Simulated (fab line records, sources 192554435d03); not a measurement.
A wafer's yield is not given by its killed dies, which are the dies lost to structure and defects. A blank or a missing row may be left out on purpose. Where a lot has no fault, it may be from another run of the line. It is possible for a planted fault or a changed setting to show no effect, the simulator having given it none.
Struck lot and sound lot, side by side -- flow n5Finfet -- 42 out of 1938 route steps
Sound: these wafers, L100.2, L100.3, L100.4. Struck: wafer L110.4. (L110.6 of the same lot was not struck and is left out.) The cause comes at the end.
Each step with rows lists, per side, the tool, then ch with its chambers, then its first start. Under that, the readings that differ: sound wafers -- struck wafers -- difference of the means -- sigmas: that difference in standard deviations of wafers without a fault.
alike: same words and numbers on both sides, and readings whose means sit less than 2 such deviations apart. not compared: any withheld reading, any reading some wafer has no value for, any bound like >300 that may hide the same value, and any number with overlapping values for which the record gives no deviation.
Wherever a step has rows on one side only, a row that says differs or no value, or a row with sigmas, the two part there. Non-overlapping numbers with no deviation appear without sigmas and do not part them. A reading that every wafer of one side lacks parts them only if that side has two wafers or more.

first, 9 steps without rows for these wafers: N5_BEOL_M4_ANNEAL_95 (time 240 s); N5_BEOL_M4_SPUTTER_96 (material Cu, target thk 4.5 nm, time 8.29 s); N5_BEOL_M4_ECD_50 (material Cu, target thk 300 nm); N5_BEOL_M4_ANNEAL_51 (time 90 s); N5_BEOL_M4_CMP_52 (polishes, stops on SiOC, t overpolish 6.8 s, target thk 40 nm); N5_BEOL_M4_PRE_CLEAN_60 (time 15 s); N5_BEOL_M4_CO_CAP_55 (material Co, precursor CCTBA/H2, target thk 2 nm, time 102.1 s); N5_BEOL_M4_PRE_CLEAN_56 (time 15 s); N5_BEOL_M4_DEP_57 (deposits SiCN from 3MS/NH3, target thk 8 nm, time 14 s).
N5_BEOL_M4_RC_MEAS_101:
  sound on prober-02 ch 0, day 10 10:49; struck on prober-02 ch 0, day 13 16:40
  alike: DIBL_N, DIBL_P, IOFF_N, IOFF_P, ION_N, ION_P, SS_N, SS_P, VT_N, VT_P
then, 24 steps without rows for these wafers: N5_BEOL_M5_ILD_DEP_00 (deposits SiCOH lowk from DEMS/porogen, target thk 140.64 nm, time 25.9 s); N5_BEOL_M5_CURE_79 (cures SiCOH lowk, time 240 s); N5_BEOL_M5_PECVD_70 (deposits SiO2 from TEOS/O2, target thk 16 nm, time 18 s); N5_BEOL_M5_HM_DEP_02 (deposits TiN, target thk 20 nm); N5_BEOL_M5_COAT_59 (time 60 s, resist thk 60 nm); N5_BEOL_M5_COAT_60 (time 60 s, resist thk 12 nm); N5_BEOL_M5_COAT_71 (time 60 s, resist thk 5 nm); N5_BEOL_M5_COAT_05 (resist thk 30 nm); N5_BEOL_M5_EBR_07; N5_BEOL_M5_SOFTBAKE_06 (time 60 s); N5_BEOL_M5_EXPOSE_08 (exposes mask M5, target cd 28 nm); N5_BEOL_M5_PEB_09 (peb time 60 s); N5_BEOL_M5_DEVELOP_10 (develop time 30 s); N5_BEOL_M5_DESCUM_16 (chemistry O2, time 7 s); N5_BEOL_M5_ETCH_72 (etches underlayer in N2/H2, target depth 6.5 nm, time 5.2 s); N5_BEOL_M5_ETCH_61 (etches SiARC in CF4, target depth 15.6 nm, time 26 s); N5_BEOL_M5_ETCH_62 (etches SOC in N2/H2, target depth 75 nm, overetch 15 nm, time 112.5 s); N5_BEOL_M5_STRIP_63 (strips in N2/H2); N5_BEOL_M5_STRIP_73 (strips in N2/H2); N5_BEOL_M5_STRIP_64 (strips in CF4); N5_BEOL_M5_HM_OPEN_17 (chemistry Cl2/BCl3, target TiN, target depth 20 nm, overetch 6 nm); N5_BEOL_M5_STRIP_19 (strips in O2); N5_BEOL_M5_COAT_65 (time 60 s, resist thk 60 nm); N5_BEOL_M5_COAT_66 (time 60 s, resist thk 12 nm).
N5_BEOL_M8_HM_DEP_02: deposits TiN, target thk 20 nm.
  sound on pvdSputter-01, day 11 16:53; struck on pvdSputter-01, day 14 23:41
reading,sound,struck,difference,sigmas
model.TiN_of_BEOL_M8_HM_DEP_02.thkNm (nm),20 19.8 20,28.4,+8.5,
  alike: throttleValvePct
N5_BEOL_M8_HM_OPEN_17: chemistry Cl2/BCl3, target TiN, target depth 20 nm, overetch 6 nm.
  sound on rieMetal-01 ch 0,1, day 11 17:53; struck on rieMetal-01 ch 1, day 15 00:38
reading,sound,struck,difference,sigmas
model.etch.depthNm (nm),20.1 19.88 20.02,25.29,+5.29,
  alike: drypumpMotorCurrentA, oesProductAu, throttleValvePct
  not compared: rfHoursCounterH
N5_BEOL_M8_VIA_ETCH_34: etches SiCOH lowk in C4F6/O2, target depth 125.5 nm, time 50.5 s.
  sound on rieDiel-06 ch 1,2,3, day 11 20:07; struck on rieDiel-01 ch 2, day 15 03:44
reading,sound,struck,difference,sigmas
oesProductAu (a.u.),0.68 0.91 0.78,0.40,-0.39,-5
  alike: drypumpMotorCurrentA, oes_f_703_au, rfVppV, showerheadPlenumPTorr, throttleValvePct
  not compared: rfHoursCounterH
N5_BEOL_M8_TRENCH_ETCH_37: etches SiCOH lowk in C4F6/O2, target depth 93.478 nm, time 31.2 s.
  sound: rieDiel-06 ch 1,2,3; struck: rieDiel-01 ch 2
reading,sound,struck,difference,sigmas
showerheadPlenumPTorr (Torr),2.70 2.90 2.86,2.95,+0.13,+2
model.TiN_of_BEOL_M8_HM_DEP_02.thkNm (nm),17.4 17.2 17.4,26,+9,
  alike: drypumpMotorCurrentA, oes_f_703_au, oesProductAu, rfVppV, throttleValvePct
  not compared: rfHoursCounterH
N5_BEOL_M8_OCD_MEAS_38:
  sound on ocd-02, day 11 20:22; struck on ocd-01, day 15 03:58
reading,sound,struck,difference,sigmas
trenchDepthNm (nm),91.4 94.0 92.4,22.1,-70.5,-39
N5_BEOL_M8_CD_MEAS_35: the cd target is 40 nm.
  sound on cdSem-03, day 11 20:31; struck on cdSem-02, day 15 04:08
  not compared: cdNm
N5_BEOL_M8_THK_MEAS_53: measures by xrf.
  sound on filmMetro-01, day 11 23:22; struck on filmMetro-01, day 15 07:00
  not compared: M8_THK
-- the record jumps here: 3 days lie between the struck wafers' starts before and after (it left off in module BEOL_M8 and takes up again in module PASSIVATION, whose first step shown is number 1936 of the route) --
N5_PASSIVATION_PROBE_49:
  sound on prober-02, day 14 11:25; struck on prober-02, day 18 02:15
reading,sound,struck,difference,sigmas
defectLimitedYield (%),88.3 90.8 89.2,11.6,-77.8,-56
killed_at_M4_up,10 18 14,939,+925,+99 or more
killedDies,138 108 127,1043,+919,+54
killedOnRim,16 12 12,151,+138,+32
sort_bin_5_function (%),6.4 5.1 5.7,84.6,+78.9,+81
sortNPass,1042 1072 1053,137,-919,-54
sortYieldPct (%),88.3 90.8 89.2,11.6,-77.8,-56
  alike: killed_at_M0_to_M3, killedAtContacts, killedAtFrontEnd, killedAtOther, killedOpen, killedShort, sort_bin_6_memory

WHERE THEY PART
First at N5_BEOL_M8_VIA_ETCH_34; last, within this record, at N5_PASSIVATION_PROBE_49.

WHY: whatever the simulator had introduced
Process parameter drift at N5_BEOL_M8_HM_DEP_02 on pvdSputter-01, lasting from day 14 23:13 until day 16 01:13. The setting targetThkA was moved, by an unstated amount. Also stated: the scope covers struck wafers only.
